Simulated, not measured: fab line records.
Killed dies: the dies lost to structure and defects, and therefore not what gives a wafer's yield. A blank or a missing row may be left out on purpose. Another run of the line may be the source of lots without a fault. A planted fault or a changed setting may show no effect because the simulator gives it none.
Matching of chambers | flow n5 finfet | N5_GATE_CUT_SAC_CAP_01 on ald sin-02 has 4 sister chambers
The step material SiNx, target thk 24 nm, pulse time 1 s, ald cycles 480. 16 wafers are shown with their chamber, then 7 later ones without.

== EACH WAFER AND ITS CHAMBER ==
wafer  | chamber | heater power w (W) | precursor pulse height rel
L632.1 | 3       | 852                | 1.010
L632.3 | 2       | 876                | 1.026
L633.1 | 1       | 893                | 1.002
L633.2 | 3       | 868                | 0.980
L633.5 | 0       | 811                | 0.981
L637.2 | 0       | 824                | 1.034
L637.3 | 3       | 849                | 0.971
L637.6 | 3       | 866                | 0.992
L638.1 | 0       | 839                | 0.990
L638.2 | 3       | 848                | 1.017
L638.6 | 0       | 823                | 0.965
L640.1 | 2       | 883                | 0.993
L640.2 | 1       | 890                | 0.976
L640.5 | 2       | 905                | 0.989
L641.1 | 3       | 879                | 1.005
L641.4 | 2       | 872                | 0.967

SIGNATURES, as means of the wafers listed above
reading                    | chamber 0 | chamber 1 | chamber 2 | chamber 3 | scatter within a chamber
heater power w             | 824.25    | 891.50    | 884.00    | 860.33    | 12.4
precursor pulse height rel | 0.99250   | 0.98900   | 0.99375   | 0.99583   | 0.023
Rule: for each reading, subtract the chamber's mean from the wafer's reading, divide by that reading's scatter and square the result; add these up over the readings and take the root, which gives the wafer's distance from the chamber. If the next closest chamber is less than 2 further off than the closest, the wafer can't be placed; otherwise it belongs to the closest. The scatter is the square root of a quotient: the sum, over the shown wafers, of each reading's squared deviation from its chamber's mean, divided by wafers minus chambers.

== WAFERS MISSING THEIR CHAMBER ==
wafer  | heater power w (W) | precursor pulse height rel
L641.6 | 829                | 0.998
L650.1 | 891                | 1.011
L650.2 | 909                | 0.964
L650.6 | 880                | 1.007
L653.2 | 899                | 1.028
L653.3 | 884                | 0.985
L653.6 | 883                | 1.015

== EACH ONE'S CHAMBER ==
wafer  | from the rows above          | in truth
L641.6 | 0                            | 0
L650.1 | can't be placed: 2 or 1 or 3 | 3
L650.2 | can't be placed: 1 or 2      | 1
L650.6 | can't be placed: 2 or 1 or 3 | 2
L653.2 | can't be placed: 1 or 2 or 3 | 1
L653.3 | can't be placed: 2 or 1 or 3 | 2
L653.6 | can't be placed: 2 or 1 or 3 | 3
Placed correctly: 1 of 7. Not placeable from these rows: 6 (in 6, the candidates include the true chamber). Number placed wrongly: 0.
